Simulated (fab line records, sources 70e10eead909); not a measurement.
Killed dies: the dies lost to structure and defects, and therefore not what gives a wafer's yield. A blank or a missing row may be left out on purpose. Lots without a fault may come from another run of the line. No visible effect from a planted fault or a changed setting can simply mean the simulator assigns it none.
A struck lot beside a sound one ; flow nand harc ; 43 steps out of a route of 1159
Sound: wafers L399.1, L399.4, L399.5. Struck: wafer L416.3. (L416.2, L416.4 of the same lot were not struck and are left out.) The cause comes at the end.
For every step that has rows: the tool of each side, followed by ch and its chambers, followed by its first start. Under that, the readings that differ: sound wafers ; struck wafers ; difference of the means ; sigmas: that difference in standard deviations of wafers without a fault.
alike: a reading whose means differ by less than 2 such deviations, as well as words and numbers matching on both sides. not compared: withheld readings; readings where some wafer has no value; bounds like >300 that might hide an equal value; numbers whose values overlap and for which the record gives no deviation.
The two part at a step that has a row with sigmas, a row that says differs or no value, or rows on one side only. When numbers do not overlap yet have no deviation, they are printed without sigmas and do not part them. A reading missing from all wafers of one side parts the sides only when that side holds two or more wafers.

NHARC_A_CONTACT_CD_MEAS_42 targets a cd of 200 nm.
  sound on cd sem-01 ch 0, day 16 05:26; struck on cd sem-02 ch 0, day 20 08:54
  alike: cd nm
NHARC_A_CONTACT_OVL_MEAS_43:
  sound on overlay-02, day 16 05:31; struck on overlay-02, day 20 08:59
reading;sound;struck;difference;sigmas
overlay y nm (nm);1.1 0.6 0.9;-2.1;-3.0;-3
  alike: overlay x nm
NHARC_A_CONTACT_INSPECT_44:
  sound on defect inspect-01, day 16 05:34; struck on defect inspect-01, day 20 09:02
  alike: raw defect count
then, 9 steps without rows for these wafers: NHARC_A_CONTACT_DESCUM_47 (chemistry O2, time 3 s); NHARC_A_CONTACT_ETCH_48 (etches the open film in CF4, target depth 39 nm, time 65 s); NHARC_A_CONTACT_ETCH_49 (etches the open film in N2/H2, target depth 260 nm, time 475.3 s); NHARC_A_CONTACT_ETCH_50 (etches the open film in CF4/CHF3, target depth 84.7 nm, time 42.4 s); NHARC_A_CONTACT_ETCH_51 (etches the open film in O2/COS, target depth 3600 nm, time 936 s); NHARC_A_CONTACT_ETCH_111 (etches the open film in C4F8/O2/Ar, time 140 s, target depth 700 nm); NHARC_A_CONTACT_ETCH_112 (etches the open film in C4F8/O2/Ar, time 94 s, target depth 922 nm); NHARC_A_CONTACT_ETCH_113 (etches the open film in C4F8/O2/Ar, time 94 s, target depth 922 nm); NHARC_A_CONTACT_ETCH_114 (etches the open film in C4F8/O2/Ar, time 94 s, target depth 922 nm).
NHARC_A_CONTACT_ETCH_115: etches the open film in C4F8/O2/Ar, time 94 s, target depth 922 nm.
  sound on har cap etch-03 ch 0,1, day 16 07:21; struck on har cap etch-02 ch 1, day 20 11:02
  not compared: rf hours counter h
NHARC_A_CONTACT_ETCH_116: etches the open film in C4F8/O2/Ar, time 94 s, target depth 922 nm.
  sound on har cap etch-03 ch 0,1, day 16 07:27; struck on har cap etch-02 ch 1, day 20 11:08
  not compared: rf hours counter h
NHARC_A_CONTACT_ETCH_117: etches the open film in C4F8/O2/Ar, time 94 s, target depth 922 nm.
  sound on har cap etch-03 ch 0,1, day 16 07:32; struck on har cap etch-02 ch 1, day 20 11:14
  not compared: rf hours counter h
then, 2 steps without rows for these wafers: NHARC_A_CONTACT_ETCH_118 (etches the open film in C4F8/O2/Ar, time 94 s, target depth 922 nm); NHARC_A_CONTACT_ETCH_119 (etches the open film in C4F8/O2/Ar, time 94 s, target depth 922 nm).
NHARC_A_CONTACT_ETCH_120: etches the open film in C4F8/O2/Ar, time 94 s, target depth 922 nm.
  sound on har cap etch-03 ch 0,1, day 16 07:49; struck on har cap etch-02 ch 1, day 20 11:30
  not compared: rf hours counter h
then, 1 step without rows for these wafers: NHARC_A_CONTACT_ETCH_121 (etches the open film in C4F8/O2/Ar, time 94 s, target depth 922 nm).
NHARC_A_CONTACT_ETCH_122: etches the open film in C4F8/O2/Ar, time 95 s, target depth 930 nm.
  sound on har cap etch-03 ch 0,1, day 16 07:59; struck on har cap etch-02 ch 1, day 20 11:41
  not compared: rf hours counter h
NHARC_A_CONTACT_ETCH_123: etches the open film in C4F8/O2/Ar, time 253 s, target depth 1090 nm.
  sound on har cap etch-03 ch 0,1, day 16 08:07; struck on har cap etch-02 ch 1, day 20 11:49
  not compared: rf hours counter h
then, 2 steps without rows for these wafers: NHARC_A_CONTACT_ETCH_90 (etches the open film in CH3F/O2, target depth 40 nm, time 85.7 s); NHARC_A_CONTACT_ETCH_96 (etches the open film in C4F6/O2, target depth 20 nm, time 10 s).
NHARC_A_CONTACT_CD_MEAS_53:
  sound on cd sem-01, day 16 09:02; struck on cd sem-03, day 20 12:34
  alike: cd nm
then, 18 steps without rows for these wafers: NHARC_A_CONTACT_STRIP_99 (strips in N2/H2); NHARC_A_CONTACT_STRIP_100 (strips in CF4/CHF3); NHARC_A_CONTACT_STRIP_101 (strips in O2/COS); NHARC_A_CONTACT_ETCH_102 (etches the open film in CF4/O2, target depth 70 nm, overetch 7 nm, time 38.5 s); NHARC_A_CONTACT_STRIP_55 (strips in O2); NHARC_A_CONTACT_STRIP_56 (strips in post etch residue remover, time 600 s); NHARC_A_CONTACT_DEP_57 (deposits aC, target thk 2800 nm); NHARC_A_CONTACT_DEP_58 (deposits SiON, target thk 60 nm); NHARC_A_CONTACT_DEHYDRATE_59 (time 120 s); NHARC_A_CONTACT_HMDS_60 (time 30 s); NHARC_A_CONTACT_COAT_61 (time 75 s); NHARC_A_CONTACT_COAT_62 (time 65 s); NHARC_A_CONTACT_COAT_63 (resist thk 90 nm); NHARC_A_CONTACT_SOFTBAKE_64 (time 55 s); NHARC_A_CONTACT_EBR_65; NHARC_A_CONTACT_EXPOSE_66 (exposes mask A CC 2); NHARC_A_CONTACT_PEB_67 (peb time 65 s); NHARC_A_CONTACT_DEVELOP_68 (develop time 35 s).
-- jump in the record: it breaks off in module A_CONTACT and resumes in module END (first step shown: number 1159 of the route), and 5 days separate the struck wafers' starts before and after --
NHARC_END_SORT_01:
  sound on prober-02 ch 0, day 22 09:10; struck on prober-01 ch 0, day 25 16:53
reading;sound;struck;difference;sigmas
killed at array;28 30 30;96;+67;+6
killed dies;32 33 33;99;+66;+6
  alike: killed at other, killed at periphery, killed open, killed short

WHERE THEY PART
Earliest at NHARC_A_CONTACT_OVL_MEAS_43; latest, in this record, at NHARC_END_SORT_01.

WHY: what the simulator had put in
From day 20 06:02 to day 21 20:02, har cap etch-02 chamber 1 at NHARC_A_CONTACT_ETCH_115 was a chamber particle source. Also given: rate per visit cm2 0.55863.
